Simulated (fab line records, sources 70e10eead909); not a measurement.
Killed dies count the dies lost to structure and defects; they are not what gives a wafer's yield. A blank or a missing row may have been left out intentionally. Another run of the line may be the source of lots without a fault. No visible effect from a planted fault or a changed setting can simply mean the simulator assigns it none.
Which tool did it?	flow nand_harc	11 lots, 33 wafers sampled, at 6 steps of a route of 1302

## WHAT EACH GAUGE READ, for each wafer
NHARC_P_ZERO_WELL_CD_MEAS_37: target cd 720 nm. Usual: 719.6 nm for cd_nm, sd 1.5.
lot	measured	on	cd_nm (nm)	flag
L338	day 2 10:05	cd_sem-03	719.9 719.6 720.1	
L341	day 3 16:02	cd_sem-01	722.8 720.4 721.9	
L342	day 4 02:08	cd_sem-02	718.5 718.9 718.4	
L344	day 4 22:06	cd_sem-03	720.0 719.6 719.0	
L345	day 5 08:14	cd_sem-02	719.6 718.8 717.7	
L347	day 6 04:11	cd_sem-02	718.2 717.2 717.4	
L350	day 7 10:09	cd_sem-03	783.6 782.3 782.2	OFF
L355	day 9 12:11	cd_sem-01	721.6 721.6 721.4	
L358	day 10 18:08	cd_sem-02	719.6 720.1 719.2	
L359	day 11 04:15	cd_sem-03	718.4 718.7 720.0	
L360	day 11 14:14	cd_sem-02	721.4 720.5 721.9	

NHARC_END_SORT_01. Usual: killed_at_array 59, standard deviation 19; killed_at_other 0.6, standard deviation 0.85; killed_at_periphery 3.8, standard deviation 2.5; killed_dies 64, standard deviation 19; killed_open 3.3, standard deviation 1.8; killed_short 2.2, standard deviation 1.6.
lot	measured	on	killed_at_array	killed_at_other	killed_at_periphery	killed_dies	killed_open	killed_short	flag
L350	day 30 04:56	prober-02	84 76	0 0	4 3	88 79	4 5	1 2	

## EACH LOT AND THE TOOL THAT RAN IT (in order: tool; ch and the chambers of the sampled wafers; start)
lot	NHARC_P_ZERO_WELL_EXPOSE_34	NHARC_P_ZERO_WELL_DESCUM_39	NHARC_P_STI_ETCH_42	NHARC_P_GATE_DESCUM_61
L338	krf_scanner-02 ch 0, day 2 09:56	rie_diel-02 ch 0,2,3, day 2 10:16	rie_diel-13 ch 1,2, day 3 07:58	rie_diel-01 ch 0,2,3, day 5 22:37
L341	krf_scanner-04 ch 0, day 3 15:53	rie_diel-03 ch 0,1,3, day 3 16:12	rie_diel-10 ch 2,3, day 4 11:16	rie_diel-12 ch 1,2, day 7 01:13
L342	krf_scanner-01 ch 0, day 4 01:58	rie_diel-08 ch 0,2,3, day 4 02:17	rie_diel-10 ch 0,1,2, day 4 22:37	rie_diel-09 ch 0,2,3, day 7 15:08
L344	krf_scanner-01 ch 0, day 4 21:57	rie_diel-03 ch 2,3, day 4 22:16	rie_diel-10 ch 1,2,3, day 5 18:51	rie_diel-01 ch 0,1,2, day 9 00:24
L345	krf_scanner-04 ch 0, day 5 08:04	rie_diel-02 ch 1,2,3, day 5 08:23	rie_diel-13 ch 0,2, day 6 02:32	rie_diel-09 ch 0,2,3, day 9 09:17
L347	krf_scanner-02 ch 0, day 6 04:01	rie_diel-08 ch 0,2,3, day 6 04:22	rie_diel-10 ch 0,2,3, day 7 04:47	rie_diel-09 ch 0,2,3, day 10 05:54
L350	krf_scanner-02 ch 0, day 7 09:59	rie_diel-03 ch 0,1,2, day 7 10:19	rie_diel-10 ch 0,1,2, day 8 05:08	rie_diel-09 ch 0,2,3, day 10 22:21
L355	krf_scanner-01 ch 0, day 9 12:02	rie_diel-08 ch 0,1,3, day 9 12:21	rie_diel-13 ch 1,2,3, day 10 07:26	rie_diel-01 ch 0,2,3, day 12 22:54
L358	krf_scanner-01 ch 0, day 10 17:59	rie_diel-03 ch 0,1, day 10 18:19	rie_diel-10 ch 0,2,3, day 11 12:31	rie_diel-09 ch 0,3, day 14 05:50
L359	krf_scanner-02 ch 0, day 11 04:05	rie_diel-02 ch 0,1,3, day 11 04:25	rie_diel-13 ch 0,2,3, day 12 01:04	rie_diel-09 ch 0,1,2, day 14 18:37
L360	krf_scanner-04 ch 0, day 11 14:04	rie_diel-03 ch 0,1,2, day 11 14:23	rie_diel-10 ch 0,2, day 12 10:28	rie_diel-09 ch 0,1,2, day 15 04:27
- NHARC_P_ZERO_WELL_EXPOSE_34: exposes mask P PWELL, target cd 720 nm.
- NHARC_P_ZERO_WELL_DESCUM_39: chemistry O2, time 3 s.
- NHARC_P_STI_ETCH_42: etches the open film in N2/H2, target depth 80 nm, overetch 24 nm, time 61 s.
- NHARC_P_GATE_DESCUM_61: chemistry O2, time 3 s.

## WHAT THE TOOLS THEMSELVES READ (means of the sampled wafers that have a number; where no wafer has one, the mark that the record gives instead)
NHARC_P_ZERO_WELL_EXPOSE_34. Usual: stage_vel_mm_s 499.99 mm/s, standard deviation 0.28.
lot	tool	stage_vel_mm_s (mm/s)	flag
L338	krf_scanner-02	500.20	
L341	krf_scanner-04	499.95	
L342	krf_scanner-01	500.34	
L344	krf_scanner-01	499.68	
L345	krf_scanner-04	499.85	
L347	krf_scanner-02	500.09	
L350	krf_scanner-02	499.62	
L355	krf_scanner-01	500.00	
L358	krf_scanner-01	500.32	
L359	krf_scanner-02	499.72	
L360	krf_scanner-04	499.98	

NHARC_P_ZERO_WELL_DESCUM_39. Usual: drypump_motor_current_A 6.0 A, standard deviation 0.36; oes_product_au 0.998 a.u., standard deviation 0.0088; rf_vpp_V 57.8 V, standard deviation 0.89; showerhead_plenum_p_Torr 1.94 Torr, standard deviation 0.09; throttle_valve_pct 11.313 %, standard deviation 0.009.
lot	tool	drypump_motor_current_A (A)	oes_product_au (a.u.)	rf_vpp_V (V)	showerhead_plenum_p_Torr (Torr)	throttle_valve_pct (%)	flag
L338	rie_diel-02	6.1	0.984	58.3	1.91	11.315	
L341	rie_diel-03	5.8	1.006	58.1	1.90	11.316	
L342	rie_diel-08	6.2	1.003	57.9	1.98	11.310	
L344	rie_diel-03	6.3	1.003	57.6	1.84	11.319	
L345	rie_diel-02	5.9	0.980	58.5	1.96	11.313	
L347	rie_diel-08	6.2	1.001	57.9	1.98	11.310	
L350	rie_diel-03	5.9	1.002	58.1	1.92	11.306	
L355	rie_diel-08	6.1	1.005	57.8	1.94	11.315	
L358	rie_diel-03	5.6	1.003	57.8	1.96	11.317	
L359	rie_diel-02	5.7	1.000	58.3	1.91	11.321	
L360	rie_diel-03	5.9	0.994	57.8	1.91	11.306	

NHARC_P_STI_ETCH_42. Usual: drypump_motor_current_A 5.57 A, standard deviation 0.3; oes_product_au 1.001 a.u., standard deviation 0.0071; rf_fwd_power_W 395.8 W, standard deviation 1.5; rf_vpp_V 431.9 V, standard deviation 2.8; showerhead_plenum_p_Torr 2.09 Torr, standard deviation 0.1; throttle_valve_pct 14.171 %, standard deviation 0.0084.
lot	tool	drypump_motor_current_A (A)	oes_product_au (a.u.)	rf_fwd_power_W (W)	rf_vpp_V (V)	showerhead_plenum_p_Torr (Torr)	throttle_valve_pct (%)	flag
L338	rie_diel-13	5.32	1.007	396.0	432.2	2.08	14.165	
L341	rie_diel-10	5.42	1.001	394.7	430.3	2.05	14.166	
L342	rie_diel-10	5.65	0.998	395.0	433.2	2.12	14.171	
L344	rie_diel-10	5.53	1.009	396.4	431.1	2.07	14.171	
L345	rie_diel-13	5.67	0.992	395.8	430.5	2.04	14.173	
L347	rie_diel-10	5.50	1.008	395.4	432.5	2.10	14.168	
L350	rie_diel-10	5.63	1.000	394.7	432.3	2.12	14.178	
L355	rie_diel-13	5.35	1.001	396.4	433.3	2.14	14.162	
L358	rie_diel-10	5.49	1.009	395.5	432.4	2.10	14.175	
L359	rie_diel-13	5.34	0.997	396.0	432.1	2.09	14.179	
L360	rie_diel-10	5.62	0.998	397.0	433.9	2.16	14.175	

NHARC_P_GATE_DESCUM_61. Usual: drypump_motor_current_A 5.9 A, standard deviation 0.52; oes_product_au 1.002 a.u., standard deviation 0.0071; rf_vpp_V 58.0 V, standard deviation 0.82; showerhead_plenum_p_Torr 1.96 Torr, standard deviation 0.082; throttle_valve_pct 11.311 %, standard deviation 0.0094.
lot	tool	drypump_motor_current_A (A)	oes_product_au (a.u.)	rf_vpp_V (V)	showerhead_plenum_p_Torr (Torr)	throttle_valve_pct (%)	flag
L338	rie_diel-01	5.6	1.007	57.8	1.95	11.308	
L341	rie_diel-12	5.5	1.007	58.0	1.92	11.306	
L342	rie_diel-09	6.0	1.004	57.1	2.00	11.311	
L344	rie_diel-01	5.2	1.000	58.6	1.99	11.318	
L345	rie_diel-09	6.0	0.993	58.7	2.00	11.296	
L347	rie_diel-09	6.0	0.992	58.1	2.00	11.314	
L350	rie_diel-09	6.1	1.000	58.5	2.00	11.302	
L355	rie_diel-01	5.6	1.001	57.7	1.94	11.313	
L358	rie_diel-09	5.9	1.001	58.2	2.05	11.311	
L359	rie_diel-09	6.2	0.992	57.9	1.94	11.320	
L360	rie_diel-09	6.1	1.002	57.9	1.94	11.313	

## THE ANSWER, worked out from the rows above alone
Rule: a lot is off if the mean of its wafers that have a number lies more than 3 standard deviations from the usual mean. A lot without any number at a reading at which 4 lots or more have one is off too. The other lots that the step has rows for count as sound. First the gauges in route order, then the tools' own readings, where a lot's mean is used as printed above. At the first step where some lot is off, the reading lying furthest off is the one used; lots without a number count as furthest.
Off: L350, at NHARC_P_ZERO_WELL_CD_MEAS_37 (cd_nm).
A tool fits if, at a process step before that reading, it ran every lot that is off, and no sound lot after the first of them. The gauges at NHARC_P_ZERO_WELL_CD_MEAS_37 are tried like those tools. Of those tried, none fits.

## WHAT THE SIMULATOR PUT IN
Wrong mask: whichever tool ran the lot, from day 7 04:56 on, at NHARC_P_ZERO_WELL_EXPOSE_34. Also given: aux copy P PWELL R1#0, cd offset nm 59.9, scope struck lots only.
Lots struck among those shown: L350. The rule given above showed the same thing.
